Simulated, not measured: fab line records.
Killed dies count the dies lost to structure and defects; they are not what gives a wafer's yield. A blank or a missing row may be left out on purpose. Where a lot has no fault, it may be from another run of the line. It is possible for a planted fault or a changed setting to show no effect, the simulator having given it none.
Split-lot study    flow n5-finfet    21 wafers read from 7 lots, route of 1938 steps

== ABOUT THE SPLIT ==
At N5_BEOL_M4_TRENCH_ETCH_37 (etches SiOC in C4F6/O2, target depth 55.555 nm, time 29.2 s), the setting bias-w was moved away from the recipe's 185 W on 7 of the 21 wafers read, by -14.3% to +13.6%. For the rest of the wafers, this setting stayed at what the recipe calls for.

The split's own step is where the reading is taken.

== THE READING ==
rf-vpp-V, in V, at N5_BEOL_M4_TRENCH_ETCH_37 (etches SiOC in C4F6/O2, target depth 55.555 nm, time 29.2 s). A value of 667 V with a standard deviation of 8.2 V is what fault-free wafers of this fab line usually give.

wafer   tool, chamber at the split  bias-w as run, W  against the recipe  rf-vpp-V, V  against lot-mates on the recipe
L075.2  rie-diel-04, 3              158.6             -14.3%              599          -72
L075.3  rie-diel-04, 0              158.6             -14.3%              587          -84
L075.4  rie-diel-04, 2              185               recipe              671          -
L080.1  rie-diel-04, 3              210.1             +13.6%              748          +92
L080.2  rie-diel-04, 2              210.1             +13.6%              744          +88
L080.6  rie-diel-04, 1              185               recipe              656          -
L084.1  rie-diel-06, 1              185               recipe              680          -
L084.2  rie-diel-06, 2              185               recipe              675          -
L084.6  rie-diel-06, 2              185               recipe              672          -
L085.1  rie-diel-04, 3              185               recipe              677          -
L085.3  rie-diel-04, 1              185               recipe              657          -
L085.4  rie-diel-04, 0              185               recipe              664          -
L088.1  rie-diel-06, 3              185               recipe              661          -
L088.2  rie-diel-06, 1              185               recipe              678          -
L088.3  rie-diel-06, 0              185               recipe              653          -
L092.2  rie-diel-04, 3              169.2             -8.5%               630          no lot-mate on the recipe
L092.4  rie-diel-04, 0              169.2             -8.5%               618          no lot-mate on the recipe
L092.6  rie-diel-04, 3              169.2             -8.5%               630          no lot-mate on the recipe
L091.2  rie-diel-06, 2              185               recipe              671          -
L091.3  rie-diel-06, 1              185               recipe              679          -
L091.4  rie-diel-06, 0              185               recipe              652          -

THE FIT
A straight line over all 21 wafers: rf-vpp-V changes by +5.39 V for each +1% of bias-w; r = +0.97; the points scatter about the line by 9.2 V.
The same after taking each lot's own level away (the mean of its wafers on the recipe; 18 wafers): +6.02 V for each +1%; r = +0.98; scatter 8.8 V.
The reading moves by 86 V for the largest change in bias-w, on that fit.
Measured against the standard deviation above, the lots' own levels, which go from 656.0 to 675.7 V, span 2.4 times it.
In other words, the slope is changed by the lot-to-lot level; the two fits disagree.
Check: with one of the wafers moved furthest among these (-14.3%) left out of the fit, the line predicts -89.8 V for it against its lot-mates. It came out at -72 V against them.
Tool readings at the split's step, against how far the setting was moved: rf-vpp-V r = +0.97.

== FURTHER SPLITS ON THESE WAFERS ==
Note: prior to the reading, these wafers also went through further splits. Each is held against what the fit with the lots' levels taken away leaves over:
other split on the same wafers               wafers away from the commonest value  r with rf-vpp-V (lot level and that fit taken away)
N5_BEOL_M0_SAQP_SPACER2_ALD_26 target-thk-a  10                                    -0.06
N5_BEOL_M0_ETCH_128 source-w                 9                                     -0.21
N5_BEOL_M1_ILD_DEP_00 time-s                 8                                     +0.13
N5_BEOL_M1_HM_DEP_02 target-thk-a            10                                    +0.02
N5_BEOL_M2_COAT_67 spin-rpm                  7                                     -0.20
N5_BEOL_M2_EXPOSE_25 dose-mj                 5                                     +0.11

== THE WHOLE CHAIN: every reading that the file lists as answering this split, in the file's order ==
step                       what it does                                                 reading                                                                    change (the file's fit)                r (the file's)
N5_BEOL_M4_TRENCH_ETCH_37  etches SiOC in C4F6/O2, target depth 55.555 nm, time 29.2 s  rf-vpp-V                                                                   +5.99 V for each +1% of the setting    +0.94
N5_BEOL_M4_TRENCH_ETCH_37  etches SiOC in C4F6/O2, target depth 55.555 nm, time 29.2 s  BEOL_M4.feature-depth-nm (the simulator's own value, which no gauge read)  +0.147 nm for each +1% of the setting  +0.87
N5_BEOL_M4_TRENCH_ETCH_37  etches SiOC in C4F6/O2, target depth 55.555 nm, time 29.2 s  etch.depth-nm (the simulator's own value, which no gauge read)             +0.144 nm for each +1% of the setting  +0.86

== THE FILE'S OWN FIT ==
rf-vpp-V changes by +5.99 V for each +1% of bias-w, r = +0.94.
